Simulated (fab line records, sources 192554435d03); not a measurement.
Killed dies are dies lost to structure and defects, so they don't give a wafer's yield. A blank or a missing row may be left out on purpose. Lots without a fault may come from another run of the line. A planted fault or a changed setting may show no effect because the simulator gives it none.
Chamber matching | flow n5_finfet | N5_BEOL_M8_DEP_56 on pecvd-04: 3 sister chambers
The step deposits SiCN from 3MS/NH3, target thk 10 nm, time 17.5 s. 6 wafers are shown with their chamber, then 7 later ones without.

WAFERS WITH THEIR CHAMBER
wafer  | chamber | throttle_valve_pct (%) | showerhead_plenum_p_Torr (Torr)
L074.6 | 0       | 8.9                    | 3.670
L079.6 | 0       | 8.9                    | 3.671
L081.1 | 2       | 8.3                    | 3.683
L081.6 | 1       | 9.8                    | 3.647
L083.1 | 1       | 9.7                    | 3.653
L083.3 | 2       | 8.6                    | 3.686

WAFERS WITHOUT THEIR CHAMBER
wafer  | throttle_valve_pct (%) | showerhead_plenum_p_Torr (Torr)
L083.4 | 10.0                   | 3.656
L085.3 | 9.7                    | 3.669
L085.4 | 8.8                    | 3.660
L085.6 | 9.7                    | 3.667
L092.2 | 9.6                    | 3.659
L092.3 | 8.5                    | 3.681
L092.6 | 8.6                    | 3.689

WHICH CHAMBER EACH WENT THROUGH
wafer  | from the rows above     | in truth
L083.4 | 1                       | 1
L085.3 | can't be placed: 0 or 1 | 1
L085.4 | 0                       | 0
L085.6 | can't be placed: 1 or 0 | 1
L092.2 | 1                       | 1
L092.3 | 2                       | 2
L092.6 | 2                       | 2
Placed correctly: 5 of 7. Can't be placed from these rows: 2 (the true chamber is among the candidates in 2). Placed wrongly: 0.
How it was worked out, from the rows above alone: a wafer's distance from a chamber is the root of the sum, over the readings, of the square of ((its reading less the chamber's mean) divided by the reading's scatter). The wafer belongs to the nearest chamber; if the next one is less than 2 further off, it can't be placed. A chamber's mean is the mean of its shown wafers. The scatter: the root of (the sum of the squares of (reading less its chamber's mean) over the shown wafers, divided by (wafers less chambers)).
